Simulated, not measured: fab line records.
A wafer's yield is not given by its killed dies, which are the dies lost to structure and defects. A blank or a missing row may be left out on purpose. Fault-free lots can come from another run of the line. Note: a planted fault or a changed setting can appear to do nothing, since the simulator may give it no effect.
Chamber matching ; flow nandHarc ; rieDiel-09 running NHARC_P_GATE_STRIP_101: 4 sister chambers
The step strips in O2, time 20 s. 8 wafers are shown with their chamber, then 7 later ones without.

WAFERS, EACH WITH ITS CHAMBER
wafer;chamber;drypumpMotorCurrentA (A);rfVppV (V)
L074.5;3;5.8;58.0
L078.1;1;4.8;57.4
L078.5;3;5.7;56.7
L082.2;0;5.9;59.0
L082.3;2;5.0;56.7
L082.5;1;4.8;56.0
L084.1;0;5.9;59.3
L084.3;2;5.1;58.8

WAFERS MISSING THEIR CHAMBER
wafer;drypumpMotorCurrentA (A);rfVppV (V)
L084.5;5.8;56.9
L088.1;4.8;57.5
L088.3;5.9;57.0
L088.6;5.1;58.3
L096.2;5.8;58.0
L096.3;4.8;57.7
L096.5;5.9;59.2

WHICH CHAMBER EACH WENT THROUGH
wafer;from the rows above;in truth
L084.5;can't be placed: 3 or 0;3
L088.1;1;1
L088.3;can't be placed: 0 or 3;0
L088.6;2;2
L096.2;can't be placed: 3 or 0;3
L096.3;1;1
L096.5;0;0
Correct placement for 4 of the 7. Not placeable from these rows: 3 (in 3, the candidates include the true chamber). Wrongly placed: 0.
How it was worked out, from the rows above alone: a wafer's distance from a chamber is the root of the sum, over the readings, of the square of ((its reading less the chamber's mean) divided by the reading's scatter). The wafer belongs to the nearest chamber; if the next one is less than 2 further off, it can't be placed. Each chamber's mean is taken over the wafers shown for it. The scatter: take each reading less its chamber's mean, square it, sum over the shown wafers, divide by the number of wafers less the number of chambers, and take the root.
